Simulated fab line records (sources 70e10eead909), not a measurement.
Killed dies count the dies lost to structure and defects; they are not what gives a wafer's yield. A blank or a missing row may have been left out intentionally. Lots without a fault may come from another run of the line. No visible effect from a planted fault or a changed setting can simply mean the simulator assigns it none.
A struck lot beside a sound one -- flow nandHarc -- 18 out of 1159 route steps
Sound: these wafers, L508.1, L508.2, L508.5. Wafers L515.1, L515.2, L515.5 were the ones struck. At the end, the cause is stated.
Per side, at each step with rows, come the tool, then ch with its chambers, and then its first start. Under that, the readings that differ: sound wafers -- struck wafers -- difference of the means -- sigmas: that difference in standard deviations of wafers without a fault.
alike: same words and numbers on both sides, and readings whose means sit less than 2 such deviations apart. not compared: any withheld reading, any reading some wafer has no value for, any bound like >300 that may hide the same value, and any number with overlapping values for which the record gives no deviation.
A row with sigmas, a row that says differs or no value, or rows on one side alone: a step with any of these is where the two part. Numbers that don't overlap but have no deviation are shown without sigmas and don't part them. A reading that every wafer of one side lacks parts them only if that side has two wafers or more.

NHARC_P_ZERO_WELL_CD_MEAS_24: the cd target is 720 nm.
  sound on cdSem-01 ch 0, day 1 20:37; struck on cdSem-02 ch 0, day 3 14:43
  alike: cdNm
then, 1 step without rows for these wafers: NHARC_P_ZERO_WELL_HARDBAKE_25 (time 80 s).
NHARC_P_ZERO_WELL_DESCUM_26: chemistry O2, time 3 s.
  sound on rieDiel-01 ch 0,2,3, day 1 20:48; struck on rieDiel-01 ch 1,3, day 3 14:52
  alike: drypumpMotorCurrentA, o2FlowSccm, oesProductAu, rfVppV, showerheadPlenumPTorr, throttleValvePct
  not compared: rfHoursCounterH
then, 9 steps without rows for these wafers: NHARC_P_ZERO_WELL_IMPLANT_27; NHARC_P_ZERO_WELL_IMPLANT_57; NHARC_P_ZERO_WELL_IMPLANT_58; NHARC_P_ZERO_WELL_STRIP_28 (strips in SPM, time 840 s); NHARC_P_ZERO_WELL_DEHYDRATE_29 (time 120 s); NHARC_P_ZERO_WELL_HMDS_30 (time 30 s); NHARC_P_ZERO_WELL_COAT_31; NHARC_P_ZERO_WELL_SOFTBAKE_32 (time 95 s); NHARC_P_ZERO_WELL_EBR_33.
NHARC_P_ZERO_WELL_EXPOSE_34: exposes mask P PWELL, target cd 720 nm.
  sound on krfScanner-03 ch 0, day 1 22:01; struck on krfScanner-03 ch 0, day 3 16:11
reading,sound,struck,difference,sigmas
mask,P_PWELL#0 P_PWELL#0 P_PWELL#0,P_PWELL_R1#0 P_PWELL_R1#0 P_PWELL_R1#0,differs,
  alike: exposureDoseMJCm2
then, 2 steps without rows for these wafers: NHARC_P_ZERO_WELL_PEB_35 (peb time 85 s); NHARC_P_ZERO_WELL_DEVELOP_36 (time 70 s).
NHARC_P_ZERO_WELL_CD_MEAS_37: the cd target is 720 nm.
  sound on cdSem-02 ch 0, day 1 22:10; struck on cdSem-01 ch 0, day 3 16:21
reading,sound,struck,difference,sigmas
cdNm (nm),720.2 720.9 720.9,740.8 742.5 742.2,+21.2,+19
then, 2 steps without rows for these wafers: NHARC_P_ZERO_WELL_HARDBAKE_38 (time 80 s); NHARC_END_SORT_01.

WHERE THEY PART
First at NHARC_P_ZERO_WELL_EXPOSE_34; last, within this record, at NHARC_P_ZERO_WELL_CD_MEAS_37.

WHY: the cause the simulator had injected
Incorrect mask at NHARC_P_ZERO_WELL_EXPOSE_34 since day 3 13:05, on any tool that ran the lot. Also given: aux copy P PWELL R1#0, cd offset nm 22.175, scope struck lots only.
